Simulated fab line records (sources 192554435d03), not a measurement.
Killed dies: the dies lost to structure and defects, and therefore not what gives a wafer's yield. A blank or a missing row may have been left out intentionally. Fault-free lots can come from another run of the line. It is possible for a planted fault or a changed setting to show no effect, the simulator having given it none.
8D (eight disciplines) problem report, filled in by code / flow n5-finfet / the parts of the form that need people (team, actions taken, sign-off) are left out

== 1. THE ISSUE ==
Mean of spin-speed-rpm at N5_MOL_CONTACT_COAG_COAT_34: 1559.3 rpm across 9 wafers in 3 lots; on wafers with no fault it is 1500.0 rpm (standard deviation 0.95). That is +62 standard deviations from the usual mean.
The step: resist thk 40 nm.
The first sign was on wafer L761.2 at day 7 02:45, on litho-track-03. At this step, 28 wafers from 10 lots have a number in the record. Rule for "out", or "out of limits": more than 4 standard deviations from the usual mean. The rest of the wafers with a number are treated as sound.

== 2. WHAT IT IS AND WHAT IT IS NOT ==
question=which readings at this step | is=spin-speed-rpm | is not=-
question=which lots | is=L761, L762, L763 | is not=L753, L755, L756, L770, L773, L774, L775
question=which wafers of those lots | is=all that have a number | is not=-
question=read on which tools | is=litho-track-03 | is not=litho-track-01, litho-track-04
question=when | is=from day 7 02:45 | is not=up to then (9 sound wafers); but 10 sound wafers of L770, L773, L774, L775 came after

== 3. SUSPECTS, AND WHAT RULES EACH OUT ==
Counting: a tool at a process step up to the reading stays a suspect if it ran every lot that is out and no sound lot after the first of them.
- litho-track-03 at N5_MOL_CONTACT_COAG_COAT_34 (resist thk 40 nm): ruled out as a lasting fault. After its first lot that is out, L761 (day 7 02:45), sound lots L774 ran on it.
Left after counting: nothing in the record.

== 4. THE CAUSE (what the simulator had put in) ==
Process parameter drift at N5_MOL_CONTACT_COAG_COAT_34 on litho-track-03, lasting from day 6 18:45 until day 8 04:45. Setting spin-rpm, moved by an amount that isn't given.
Counting ruled it out, wrongly.

== 5. THE CHAIN OF EFFECTS, in route order ==
One row per reading whose mean, taken over the struck wafers that have a number, lies over 3 standard deviations from the usual. Readings are gone through only where the record gives a usual standard deviation; hours: the median, over the lots, of the time from a lot's start at the first step in this table giving one to that lot's start at this step; sigmas: the change measured in usual standard deviations.
hours=0; step=N5_MOL_CONTACT_COAG_COAT_34; reading=spin-speed-rpm; usual=1500.0 rpm; on struck wafers=1559.3; change=+59.3; sigmas=+62
It contains these process steps:
- N5_MOL_CONTACT_COAG_COAT_34: resist thk 40 nm.
At these later measuring or inspecting steps, every struck wafer for which the step has a row has a number for every such reading, and none has moved that far: N5_MOL_CONTACT_COAG_OVL_MEAS_41, N5_BEOL_M4_RC_MEAS_101.

== 6. WHAT WOULD HAVE CAUGHT IT SOONER ==
First out-of-limits reading in this record: day 7 02:45, which is 8 hours after fault onset at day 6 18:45.
